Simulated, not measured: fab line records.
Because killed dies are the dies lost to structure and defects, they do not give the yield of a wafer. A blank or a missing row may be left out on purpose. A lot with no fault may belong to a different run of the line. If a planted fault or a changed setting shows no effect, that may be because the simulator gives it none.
fab line records	flow nandHarc
[record] lots = 6	wafers = 18	lastDay = 34
route steps=1302 shown A_BLC@1132 A_M0@1137 END@1302
lots untouched by any fault: they come from a run of this same line in which no faults occurred
startH: the number of hours between the record's first day and the start of the first shown wafer of the lot	waitH: how many hours have passed since the lot's step before this one	" the same as in the row above	L1.1+2: one row covering several wafers at once	- no value present, or no start provided	* or withheld: withheld	< > ~ a bound
route shown NAME@n: names a module that has steps shown in the file, with the first one's number in the route	usual: the fault-free wafers' mean and standard deviation	same: alike in all rows	chamber/n: place in a boat	sites: per-site readings	_std_site: the values' standard deviation	_edge_site: the outer-site mean with the inner-site mean subtracted	radiusMm: for every site, how far away it sits from the centre of the wafer	mask NAME#n: copy n	behind: tool/chamber where the wafer was last shaped	hold: what put the lot on hold/how long, in hours/how the hold closed	device: the n, p or np transistor that did not switch	end of line: the route-end tests of the same wafers	where a step has no rows: the recipe by itself	killed: not the wafer's yield, but the dies lost to structure and defects at the first sort	map: shows each die of a wafer: x if killed, . if not, _ if none is there
set.NAME: setting as actually run; set.NAME@STEP: the setting as run at that earlier step	model.NAME: the simulator's own value behind a step, which no gauge read
lots at selected steps of the route; one table per step, one row per wafer
services: when a tool's chamber went out of use (startH, in hours from the record's first day, below 0 if earlier), for how many hours, and the reason
[[steps]]
[step NHARC_A_BLC_CVD_24]
[recipe] targetThkA = 1500	tempC = 300	pressureTorr = 40	wf6FlowSccm = 40	h2FlowSccm = 1600	arFlowSccm = 1560	timeS = 434	material = W
[usual] heaterPowerOuterW = 291/21	heaterPowerW = 497/24	throttleValvePct = 8.1/0.35
[same] timeS = 434
lot.wafer	tool	chamber	startH	waitH	heaterPowerOuterW	heaterPowerW	sinceWetCleanH	throttleValvePct
L789.2	cvdW-01	1	-	-	306	546	146	7.3
L789.1	"	0	"	"	307	505	146	8.0
L789.4	"	0	"	"	307	511	-	8.0
L795.2	cvdW-02	0	-	-	267	492	-	8.4
L795.4	"	0	"	"	261	495	-	8.3
L795.5	"	0	"	"	257	479	-	8.5
L804.1	cvdW-02	1	-	-	311	488	73	8.3
L804.3	"	1	"	"	319	507	-	8.1
L804.6	"	0	"	"	270	490	-	8.2
L806.4	cvdW-01	1	-	-	293	545	-	7.7
L806.3	"	0	"	"	292	467	-	8.2
L806.6	"	1	"	"	307	530	-	7.5
L808.3	cvdW-01	1	-	-	299	527	-	7.6
L808.4	"	0	"	"	282	467	-	8.5
L808.6	"	0	"	"	293	470	-	8.0
L805.2	cvdW-01	1	-	-	303	529	-	7.5
L805.3	"	1	"	"	298	533	-	7.8
L805.4	"	1	"	"	301	538	-	7.6
[step NHARC_A_BLC_CMP_25]
[recipe] tOverpolishS = 30	targetThkNm = 150
[usual] motorCurrentA = 12.3/0.9	overpolishRunS = 29.999/0.0087	timeToEndpointS = 30.7/2.6
lot.wafer	tool	chamber	startH	waitH	motorCurrentA	overpolishRunS	timeToEndpointS
L789.2	cmp-01	3	539.53	0.5	13.5	29.979	32.8
L789.1	"	1	"	"	13.4	30.021	25.6
L789.4	"	2	"	"	12.9	29.995	28.9
L795.4	cmp-03	0	599.45	0.4	13.1	29.991	31.9
L795.2	"	3	"	"	10.6	29.995	30.6
L795.5	"	1	"	"	12.3	29.992	30.4
L804.1	cmp-02	2	717.84	0.5	12.6	29.993	35.3
L804.3	"	0	"	"	13.0	29.992	28.0
L804.6	"	2	"	"	12.6	29.990	34.6
L806.3	cmp-03	3	724.02	0.3	10.7	30.000	31.2
L806.4	"	1	"	"	12.4	30.004	28.0
L806.6	"	3	"	"	10.5	29.982	32.4
L808.3	cmp-01	2	726.68	0.3	13.9	29.992	28.2
L808.4	"	0	"	"	11.2	30.002	26.1
L808.6	"	3	"	"	13.1	29.985	28.6
L805.2	cmp-02	1	778.91	0.7	13.1	30.001	31.0
L805.4	"	2	"	"	12.5	29.999	34.2
L805.3	"	0	"	"	13.2	29.986	26.8
[step NHARC_A_BLC_SRD_27]
[step NHARC_A_BLC_INSPECT_28]
[usual] rawDefectCount = 508/110
lot.wafer	tool	chamber	startH	waitH	rawDefectCount
L789.1	defectInspect-01	-	539.94	0.1	615
L789.2	"	-	"	"	703
L789.4	"	-	"	"	458
L795.2	defectInspect-02	-	599.88	0.1	498
L795.4	"	-	"	"	549
L795.5	"	-	"	"	438
L804.1	defectInspect-02	-	718.24	0.1	447
L804.3	"	-	"	"	519
L804.6	"	-	"	"	367
L806.3	defectInspect-02	-	724.40	0.1	605
L806.4	"	-	"	"	582
L806.6	"	-	"	"	685
L808.3	defectInspect-01	-	727.08	0.1	519
L808.4	"	-	"	"	439
L808.6	"	-	"	"	468
L805.2	defectInspect-01	-	779.31	0.1	501
L805.3	"	-	"	"	605
L805.4	"	-	"	"	548
[step NHARC_A_M0_DEP_00]
[recipe] targetThkA = 1500	targetThkNm = 150	tempC = withheld	pressureTorr = 5	flowSccm = 200	rfW = 600	material = SiOC
[step NHARC_A_M0_DEHYDRATE_01]
[recipe] tempC = 150	timeS = 120
[step NHARC_A_M0_HMDS_02]
[recipe] timeS = 30
[step NHARC_A_M0_COAT_33]
[recipe] tempC = 200	timeS = 65
[step NHARC_A_M0_COAT_03]
[recipe] spinRpm = 1500	resistThkNm = 90
[step NHARC_A_M0_SOFTBAKE_04]
[recipe] tempC = 105	timeS = 55
[step NHARC_A_M0_EBR_05]
[step NHARC_A_M0_EXPOSE_06]
[recipe] na = 1.35	targetCdNm = 80	doseMj = 83.25	maskId = A_M0
[usual] exposureDoseMJCm2 = 83.26/0.078
lot.wafer	tool	chamber	startH	waitH	mask	exposureDoseMJCm2
L789.1	arfiScanner-01	0	540.58	-	A_M0#0	83.27
L789.2	"	0	"	"	A_M0#0	83.28
L789.4	"	0	"	"	A_M0#0	83.34
L795.2	arfiScanner-03	0	600.64	-	A_M0#0	83.32
L795.4	"	0	"	"	A_M0#0	83.08
L795.5	"	0	"	"	A_M0#0	83.17
L804.1	arfiScanner-01	0	718.88	-	A_M0#0	93.21
L804.3	"	0	"	"	A_M0#0	93.23
L804.6	"	0	"	"	A_M0#0	93.19
L806.3	arfiScanner-03	0	725.17	-	A_M0#0	83.22
L806.4	"	0	"	"	A_M0#0	83.34
L806.6	"	0	"	"	A_M0#0	83.33
L808.3	arfiScanner-02	0	727.85	-	A_M0#0	83.28
L808.4	"	0	"	"	A_M0#0	83.22
L808.6	"	0	"	"	A_M0#0	83.32
L805.2	arfiScanner-01	0	779.95	-	A_M0#0	88.35
L805.3	"	0	"	"	A_M0#0	88.42
L805.4	"	0	"	"	A_M0#0	88.42
[step NHARC_A_M0_PEB_07]
[recipe] pebTempC = 100	pebTimeS = 65
[step NHARC_A_M0_DEVELOP_08]
[recipe] developTimeS = 35	devTempC = 23
[step NHARC_A_M0_CD_MEAS_09]
[recipe] targetCdNm = 80	landingEnergyEv = 500
[usual] cdNm = 80.1/0.68
lot.wafer	tool	chamber	startH	waitH	hold	cdNm
L789.1	cdSem-02	0	540.72	-	-	80.6
L789.2	"	0	"	"	-	80.0
L789.4	"	0	"	"	-	79.9
L795.2	cdSem-02	0	600.78	-	-	79.4
L795.4	"	0	"	"	-	80.8
L795.5	"	0	"	"	-	79.8
L804.1	cdSem-01	0	719.01	-	awaitDispo/0.2h/release	86.6
L804.3	"	0	"	"	awaitDispo/0.2h/release	86.7
L804.6	"	0	"	"	awaitDispo/0.2h/release	86.5
L804.1	cdSem-01	0	-	-	-	86.7
L804.3	"	0	"	"	-	87.0
L804.6	"	0	"	"	-	86.2
L806.3	cdSem-03	0	725.30	-	-	79.9
L806.4	"	0	"	"	-	79.5
L806.6	"	0	"	"	-	78.9
L808.3	cdSem-01	0	727.99	-	-	81.5
L808.4	"	0	"	"	-	80.9
L808.6	"	0	"	"	-	81.1
L805.2	cdSem-01	0	780.09	-	awaitDispo/0.2h/release	84.5
L805.3	"	0	"	"	awaitDispo/0.2h/release	83.7
L805.4	"	0	"	"	awaitDispo/0.2h/release	83.8
L805.2	cdSem-01	0	-	-	-	84.4
L805.3	"	0	"	"	-	83.2
L805.4	"	0	"	"	-	83.6
[step NHARC_A_M0_OVL_MEAS_10]
[recipe] pitchNm = 160
[usual] overlayXNm = -0.1/0.99	overlayYNm = -0.2/0.9
lot.wafer	tool	chamber	startH	waitH	hold	overlayXNm	overlayYNm
L789.1	overlay-02	-	540.81	-	-	-0.6	-0.4
L789.2	"	-	"	"	-	-1.3	0.1
L789.4	"	-	"	"	-	-1.1	-0.5
L795.2	overlay-01	-	600.87	-	-	0.0	0.6
L795.4	"	-	"	"	-	0.2	1.7
L795.5	"	-	"	"	-	-0.3	0.8
L804.1	overlay-02	-	723.51	-	awaitDispo/4.2h/release	1.3	-0.2
L804.3	"	-	"	"	awaitDispo/4.2h/release	1.0	-0.2
L804.6	"	-	"	"	awaitDispo/4.2h/release	1.1	-0.5
L806.3	overlay-02	-	725.39	-	-	-1.6	-1.4
L806.4	"	-	"	"	-	-1.1	-1.0
L806.6	"	-	"	"	-	-1.0	-1.0
L808.3	overlay-01	-	728.07	-	-	0.1	-1.9
L808.4	"	-	"	"	-	0.9	-1.5
L808.6	"	-	"	"	-	-0.1	-1.7
L805.2	overlay-01	-	781.55	-	awaitDispo/1.2h/release	0.2	0.7
L805.3	"	-	"	"	awaitDispo/1.2h/release	-0.1	0.8
L805.4	"	-	"	"	awaitDispo/1.2h/release	-0.8	0.5
[step NHARC_A_M0_INSPECT_11]
[usual] rawDefectCount = 87/42
lot.wafer	tool	chamber	startH	waitH	rawDefectCount
L789.1	defectInspect-01	-	540.84	0.0	52
L789.2	"	-	"	"	74
L789.4	"	-	"	"	77
L795.2	defectInspect-02	-	600.90	0.0	98
L795.4	"	-	"	"	135
L795.5	"	-	"	"	106
L804.1	defectInspect-02	-	723.54	0.0	71
L804.3	"	-	"	"	86
L804.6	"	-	"	"	80
L806.3	defectInspect-01	-	725.42	0.0	43
L806.4	"	-	"	"	49
L806.6	"	-	"	"	46
L808.3	defectInspect-02	-	728.11	0.0	116
L808.4	"	-	"	"	106
L808.6	"	-	"	"	127
L805.2	defectInspect-02	-	781.58	0.0	96
L805.3	"	-	"	"	111
L805.4	"	-	"	"	102
[step NHARC_A_M0_DESCUM_14]
[recipe] timeS = 3	o2FlowSccm = 200	arFlowSccm = 0	biasPowerW = 0	chemistry = O2
[usual] chamberPressureMTorr = 60.00/0.054	drypumpMotorCurrentA = 5.4/0.47	oesProductAu = 0.997/0.01	rfVppV = 57.9/0.93	showerheadPlenumPTorr = 1.94/0.088	throttleValvePct = 11.311/0.0087
[same] timeS = 3
lot.wafer	tool	chamber	startH	waitH	chamberPressureMTorr	drypumpMotorCurrentA	oesProductAu	rfHoursCounterH	rfVppV	showerheadPlenumPTorr	throttleValvePct	model.A_M0.cdNm
L789.2	rieDiel-06	1	540.90	0.1	60.08	5.5	1.001	3.4	56.5	1.78	11.313	80.07
L789.1	"	2	"	"	60.02	5.3	0.991	4.1	57.7	1.82	11.322	80.42
L789.4	"	1	"	"	59.93	5.5	0.987	-	58.0	1.78	11.305	80.23
L795.4	rieDiel-03	2	600.98	0.1	60.04	5.2	1.015	6.4	59.7	2.04	11.311	81.23
L795.2	"	3	"	"	59.86	4.9	0.989	6.7	57.6	1.94	11.315	79.98
L795.5	"	0	"	"	60.00	5.1	1.003	-	57.6	2.02	11.312	80.17
L804.3	rieDiel-12	1	723.61	0.1	60.01	6.3	0.995	4.3	58.2	2.03	11.308	86.04
L804.1	"	2	"	"	59.94	5.7	0.980	5.0	58.4	1.85	11.313	85.69
L804.6	"	0	"	"	59.98	6.0	0.979	-	57.4	1.97	11.317	86.96
L806.4	rieDiel-12	2	725.49	0.1	60.05	5.7	0.990	5.1	57.2	1.85	11.304	79.26
L806.3	"	0	"	"	60.01	6.0	0.977	3.4	57.1	1.97	11.302	80.98
L806.6	"	1	"	"	60.00	6.2	0.998	-	59.1	2.03	11.307	78.38
L808.3	rieDiel-12	3	728.17	0.1	59.98	5.0	0.991	4.9	57.7	2.01	11.301	81.07
L808.4	"	2	"	"	59.96	5.7	0.980	5.2	56.9	1.85	11.316	79.97
L808.6	"	3	"	"	60.05	5.0	0.996	-	58.1	2.01	11.322	80.66
L805.3	rieDiel-12	0	781.64	0.1	59.95	6.0	0.979	3.2	57.4	1.97	11.322	84.51
L805.4	"	2	"	"	60.09	5.7	0.986	4.8	57.3	1.85	11.307	83.73
L805.2	"	3	"	"	59.94	5.0	0.989	4.6	58.0	2.01	11.320	84.62
[step NHARC_A_M0_ETCH_34]
[recipe] targetDepthA = 400	overetchA = 120	timeS = 43.94	ionEnergyEv = 200	n2FlowSccm = 150	h2FlowSccm = 150	arFlowSccm = 0	rfW = 400	biasW = 150	chemistry = N2/H2
[usual] chamberPressureMTorr = 29.999/0.026	drypumpMotorCurrentA = 5.4/0.47	n2FlowSccm = 150.0/0.46	oesProductAu = 0.999/0.01	rfVppV = 431.2/2.8	showerheadPlenumPTorr = 2.07/0.096	throttleValvePct = 14.171/0.0086
[same] timeS = 43.94
lot.wafer	tool	chamber	startH	waitH	chamberPressureMTorr	drypumpMotorCurrentA	n2FlowSccm	oesProductAu	rfHoursCounterH	rfVppV	showerheadPlenumPTorr	throttleValvePct
L789.2	rieDiel-06	1	541.00	0.1	29.986	5.5	149.7	1.009	3.4	426.7	1.89	14.161
L789.1	"	0	"	"	29.995	5.6	150.0	1.004	2.6	431.5	2.08	14.183
L789.4	"	2	"	"	29.995	5.3	149.8	0.996	-	427.0	1.94	14.160
L795.2	rieDiel-03	3	601.05	0.1	29.999	4.9	149.8	1.001	6.7	432.2	2.07	14.171
L795.4	"	1	"	"	29.962	5.1	150.0	1.012	7.1	428.2	1.98	14.182
L795.5	"	2	"	"	29.991	5.1	150.1	1.014	-	434.4	2.18	14.163
L804.1	rieDiel-12	2	723.70	0.1	29.997	5.8	150.1	0.991	5.0	429.1	1.97	14.161
L804.3	"	3	"	"	29.996	5.1	150.1	0.991	4.7	433.4	2.14	14.171
L804.6	"	1	"	"	29.986	6.3	149.6	0.997	-	435.1	2.17	14.174
L806.4	rieDiel-12	2	725.57	0.1	30.007	5.7	149.4	0.997	5.1	428.7	1.97	14.165
L806.3	"	0	"	"	30.023	6.0	150.5	0.972	3.4	433.5	2.11	14.163
L806.6	"	2	"	"	29.967	5.7	149.7	0.979	-	427.8	1.97	14.184
L808.3	rieDiel-12	3	728.25	0.1	30.007	5.0	149.8	1.004	4.9	434.8	2.14	14.164
L808.4	"	1	"	"	29.936	6.2	150.4	0.994	4.6	434.2	2.17	14.175
L808.6	"	3	"	"	30.002	5.0	150.2	0.998	-	432.4	2.15	14.169
L805.2	rieDiel-12	2	781.73	0.1	29.979	5.7	149.2	0.982	4.8	428.2	1.97	14.165
L805.3	"	3	"	"	30.046	5.0	149.2	0.986	4.6	432.3	2.14	14.180
L805.4	"	0	"	"	30.062	6.0	150.3	0.982	3.2	432.4	2.11	14.179
[step NHARC_A_M0_ETCH_15]
[recipe] targetDepthA = 1500	overetchA = 150	timeS = 82.5	c4f8FlowSccm = withheld	arFlowSccm = 400	rfW = 600	biasW = 300	chemistry = C4F8/Ar
[usual] chamberPressureMTorr = 24.999/0.021	oesProductAu = 0.945/0.025	rfVppV = 441.3/2.9
[same] timeS = 82.5
lot.wafer	tool	chamber	startH	waitH	chamberPressureMTorr	oesProductAu	rfHoursCounterH	rfVppV	model.A_M0.cdNm
L789.2	rieDiel-06	3	-	-	25.009	1.004	3.3	436.6	79.8
L789.4	"	1	"	"	25.014	0.964	3.4	436.0	80.02
L789.1	"	2	"	"	25.000	0.960	4.1	437.3	80.31
L795.4	rieDiel-03	0	-	-	25.008	0.961	7.4	444.2	81.66
L795.2	"	3	"	"	25.028	0.966	6.8	441.0	79.8
L795.5	"	0	"	"	25.001	0.971	-	441.6	79.91
L804.1	rieDiel-12	0	-	-	24.982	0.950	3.3	441.8	85.82
L804.3	"	1	"	"	25.009	0.973	4.4	443.7	86.18
L804.6	"	1	"	"	24.980	0.955	-	443.0	87.12
L806.3	rieDiel-12	1	-	-	25.010	0.955	4.5	443.3	81.14
L806.4	"	3	"	"	24.992	0.966	4.9	443.2	79.19
L806.6	"	1	"	"	25.025	0.966	-	444.3	78.36
L808.3	rieDiel-12	0	-	-	24.943	0.898	3.5	442.6	81.08
L808.4	"	1	"	"	24.991	0.923	4.6	443.4	80
L808.6	"	3	"	"	24.986	0.910	-	443.5	80.79
L805.2	rieDiel-12	1	-	-	25.011	0.916	4.3	444.6	84.78
L805.4	"	2	"	"	25.008	0.913	4.9	438.4	84.05
L805.3	"	3	"	"	24.976	0.910	4.7	442.8	84.85
[step NHARC_A_M0_CD_MEAS_16]
[usual] cdNm = 80.0/0.93
lot.wafer	tool	chamber	startH	waitH	cdNm
L789.1	cdSem-02	-	541.24	-	80.2
L789.2	"	-	"	"	79.8
L789.4	"	-	"	"	79.5
L795.2	cdSem-03	-	601.26	-	79.6
L795.4	"	-	"	"	81.3
L795.5	"	-	"	"	79.7
L804.1	cdSem-03	-	723.90	-	85.5
L804.3	"	-	"	"	86.3
L804.6	"	-	"	"	87.2
L806.3	cdSem-02	-	725.79	-	81.1
L806.4	"	-	"	"	78.9
L806.6	"	-	"	"	78.3
L808.3	cdSem-03	-	728.47	-	81.1
L808.4	"	-	"	"	79.7
L808.6	"	-	"	"	80.8
L805.2	cdSem-03	-	781.94	-	84.8
L805.3	"	-	"	"	84.7
L805.4	"	-	"	"	84.0
[step NHARC_END_SORT_01]
[recipe] tempC = 25
[usual] defectLimitedYield = 91.6/2.8	killedAtArray = 53/19	killedAtOther = 0.8/1.2	killedAtPeriphery = 3.7/2.3	killedDies = 57/19	killedOpen = 3.2/1.7	killedShort = 2.6/1.8	sort_bin_2_pct = 3.0/1.2	sort_bin_3_pct = 0.7/0.4	sort_bin_4_pct = 4.8/1.5	sortNPass = 620/19	sortRimYieldPct = 90/4.8	sortYieldPct = 91.6/2.8
[same] grossDies = 677	sort_bin_5_pct[%] = 0	sort_bin_6_pct[%] = 0	sort_bin_7_pct[%] = 0	sort_bin_8_pct[%] = 0	sortRimNGross = 106.00
lot.wafer	tool	chamber	startH	waitH	defectLimitedYield[%]	killedAtArray	killedAtOther	killedAtPeriphery	killedDies	killedOpen	killedShort	sort_bin_2_pct[%]	sort_bin_3_pct[%]	sort_bin_4_pct[%]	sortNPass	sortRimYieldPct[%]	sortYieldPct[%]
L789.1	prober-01	0	587.44	2.5	94.2	37	0	2	39	6	1	1.3	0.1	4.3	638	89	94.2
L789.2	prober-01	0	588.23	2.8	91.4	56	0	2	58	1	4	3.4	0.7	4.4	619	98	91.4
L789.4	prober-01	0	589.80	3.3	91.1	56	1	3	60	3	4	3.1	0.3	5.5	617	92	91.1
L806.3	prober-01	0	773.02	3.1	93.8	36	0	6	42	6	3	2.4	0.4	3.4	635	92	93.8
L806.4	prober-01	0	773.82	3.4	91.9	39	6	10	55	5	5	3.4	0.6	4.1	622	90	91.9
L806.6	prober-01	0	775.41	4.0	93.1	42	2	3	47	5	4	2.4	0.1	4.4	630	89	93.1
L804.1	prober-02	0	779.49	2.5	91.3	58	0	1	59	4	5	3.4	0.3	5.0	618	84	91.3
L804.3	prober-02	0	781.13	3.1	89.8	64	1	4	69	2	5	3.0	1.2	6.1	608	87	89.8
L804.6	prober-02	0	783.58	4.1	92.5	50	0	1	51	3	2	2.7	0.7	4.1	626	90	92.5
L805.2	prober-01	0	814.23	2.8	90.3	60	0	6	66	5	8	3.5	1.2	5.0	611	89	90.3
L805.3	prober-01	0	815.03	3.1	92.2	52	0	1	53	0	5	4.0	0.4	3.4	624	90	92.2
L805.4	prober-01	0	815.83	3.4	90.3	63	1	2	66	0	2	4.0	0.7	5.0	611	88	90.3
// killed by level:class
L789.1 A_SLIT:chamberFilmFlake=13 A_CHANNEL_HOLE_D2:chamberFilmFlake=6 A_STAIRCASE:chamberFilmFlake=5 A_CONTACT:chamberFilmFlake=5 A_ONON_D1:geometricParticle:open=2 A_CHANNEL_HOLE_D1:chamberFilmFlake=2 P_CONTACT:geometricParticle:open=1 A_CHANNEL_FILL_D1:geometricParticle:open=1
L789.2 A_SLIT:chamberFilmFlake=25 A_STAIRCASE:chamberFilmFlake=10 A_CONTACT:chamberFilmFlake=7 A_CHANNEL_HOLE_D2:chamberFilmFlake=7 A_ONON_D1:geometricParticle:short=1 A_CHANNEL_FILL_D1:geometricParticle:short=1 A_CHANNEL_FILL_D2:geometricParticle:short=1 A_CHANNEL_FILL_D2:geometricParticle:open=1
L789.4 A_SLIT:chamberFilmFlake=25 A_CHANNEL_HOLE_D2:chamberFilmFlake=10 A_CONTACT:chamberFilmFlake=9 A_STAIRCASE:chamberFilmFlake=4 A_WL_FILL:geometricParticle:short=2 A_CHANNEL_HOLE_D1:chamberFilmFlake=2 A_SGD_CUT:chamberFilmFlake=2 P_GATE:geometricParticle:open=1
L806.3 A_CHANNEL_HOLE_D1:chamberFilmFlake=11 A_SLIT:chamberFilmFlake=11 A_STAIRCASE:chamberFilmFlake=6 A_ONON_D2:geometricParticle:short=2 P_CONTACT:chamberFilmFlake=2 P_M2:chamberFilmFlake=2 P_CONTACT:geometricParticle:open=1 P_M1:geometricParticle:open=1
L806.4 A_CHANNEL_HOLE_D1:chamberFilmFlake=12 A_STAIRCASE:chamberFilmFlake=8 THIN_TSV:chamberFilmFlake=6 A_SLIT:chamberFilmFlake=5 P_CONTACT:chamberFilmFlake=3 A_WL_FILL:chamberFilmFlake=3 A_CONTACT:chamberFilmFlake=3 A_WL_FILL:geometricParticle:short=2
L806.6 A_CHANNEL_HOLE_D1:chamberFilmFlake=10 A_STAIRCASE:chamberFilmFlake=9 A_SLIT:chamberFilmFlake=5 A_CONTACT:chamberFilmFlake=5 A_WL_FILL:chamberFilmFlake=4 A_CHANNEL_FILL_D1:geometricParticle:open=2 A_CHANNEL_HOLE_D2:chamberFilmFlake=2 THIN_TSV:chamberFilmFlake=2
L804.1 A_CHANNEL_HOLE_D1:chamberFilmFlake=31 A_SLIT:chamberFilmFlake=6 A_STAIRCASE:chamberFilmFlake=4 A_CONTACT:chamberFilmFlake=4 A_WL_FILL:chamberFilmFlake=3 A_WL_FILL:geometricParticle:short=2 P_CONTACT:geometricParticle:open=1 A_SOURCE_PLATE:geometricParticle:short=1
L804.3 A_CHANNEL_HOLE_D1:chamberFilmFlake=40 A_CONTACT:chamberFilmFlake=8 A_WL_FILL:chamberFilmFlake=5 A_SLIT:chamberFilmFlake=3 A_CHANNEL_HOLE_D1:geometricParticle:short=2 P_GATE:chamberFilmFlake=2 A_STAIRCASE:chamberFilmFlake=2 P_M1:geometricParticle:open=1
L804.6 A_CHANNEL_HOLE_D1:chamberFilmFlake=32 A_CONTACT:chamberFilmFlake=6 A_SLIT:chamberFilmFlake=5 A_STAIRCASE:chamberFilmFlake=2 A_ONON_D1:geometricParticle:short=1 A_ONON_D2:geometricParticle:open=1 A_SGD_CUT:geometricParticle:short=1 A_WL_FILL:geometricParticle:open=1
L805.2 A_CHANNEL_HOLE_D2:chamberFilmFlake=25 A_CHANNEL_HOLE_D1:chamberFilmFlake=16 A_ONON_D1:geometricParticle:short=4 A_ONON_D2:geometricParticle:short=2 A_M0:geometricParticle:open=2 P_M2:chamberFilmFlake=2 A_SLIT:chamberFilmFlake=2 A_STAIRCASE:chamberFilmFlake=2
L805.3 A_CHANNEL_HOLE_D2:chamberFilmFlake=20 A_CHANNEL_HOLE_D1:chamberFilmFlake=17 A_STAIRCASE:chamberFilmFlake=3 A_CONTACT:chamberFilmFlake=3 A_M0:geometricParticle:short=2 A_M1:geometricParticle:short=2 A_SLIT:chamberFilmFlake=2 A_ONON_D1:geometricParticle:short=1
L805.4 A_CHANNEL_HOLE_D1:chamberFilmFlake=31 A_CHANNEL_HOLE_D2:chamberFilmFlake=20 A_SLIT:chamberFilmFlake=5 A_STAIRCASE:chamberFilmFlake=4 P_M2:chamberFilmFlake=2 A_CHANNEL_FILL_D2:geometricParticle:short=1 STARTING-WAFER:geometricParticle:short=1 A_DECK1_JOINT:chamberFilmFlake=1
[[services]]
tool	chamber	startH	hours	kind
rieDiel-03	0	519.16	3.2	repair
cmp-02	-	526.64	4.0	pm
rieDiel-06	-	539.51	0.7	repair
arfiScanner-03	-	540.00	4.0	pm
arfiScanner-01	-	550.30	4.5	repair
cmp-03	-	557.57	4.0	pm
rieDiel-03	3	559.59	2.6	repair
cvdW-01	-	561.17	13.0	pm
arfiScanner-01	-	596.00	4.0	pm
arfiScanner-01	-	611.50	5.8	repair
rieDiel-12	-	622.41	9.0	pm
rieDiel-03	1	623.99	6.2	repair
rieDiel-06	0	636.23	3.5	repair
rieDiel-12	0	646.58	5.1	repair
rieDiel-03	-	648.71	0.5	repair
arfiScanner-01	-	650.48	0.8	repair
rieDiel-03	-	657.35	9.0	pm
rieDiel-06	-	661.20	9.0	pm
cvdW-01	0	681.75	2.9	repair
arfiScanner-01	-	698.86	0.9	repair
rieDiel-03	2	699.97	1.4	repair
cvdW-01	0	700.44	13.6	repair
cvdW-01	-	742.17	13.0	pm
rieDiel-03	1	766.81	24.4	repair
[[key]]
[firstSign] step = NHARC_A_M0_EXPOSE_06	reading = exposureDoseMJCm2	direction = up	sigmas = 96	usual = 83.26	struck = 90.80
[effect] step = NHARC_A_M0_CD_MEAS_09	reading = visit	direction = added	through = controlLoop
[effect] step = NHARC_A_M0_CD_MEAS_09	reading = cdNm	direction = up	sigmas = 7.7	usual = 80.1	struck = 85.3	through = controlLoop
[effect] step = NHARC_A_M0_CD_MEAS_16	reading = cdNm	direction = up	sigmas = 5.8	usual = 80.0	struck = 85.4	through = controlLoop
[modelEffect] step = NHARC_A_M0_DESCUM_14	value = A_M0.cdNm	without = 79.43	struck = 85.26
[modelEffect] step = NHARC_A_M0_ETCH_15	value = A_M0.cdNm	without = 79.61	struck = 85.47
metAt NHARC_A_M0_EXPOSE_06
struckWafers L804.1,L804.3,L804.6,L805.2,L805.3,L805.4
[loopTrim] step = NHARC_A_M0_EXPOSE_06	setting = dose	lots = L804,L805
onsetBetween 540.58 718.88
[fault] kind = processParameterDrift	tool = arfiScanner-01	chamber = -	onsetH = 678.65	steps = NHARC_A_M0_EXPOSE_06	channel = doseMj	offset = 12.6	shape = step	actsIn = theseRecipesOnly	stated = 83.25
// loopTrim: a control loop set the setting to another value than it would have without faults
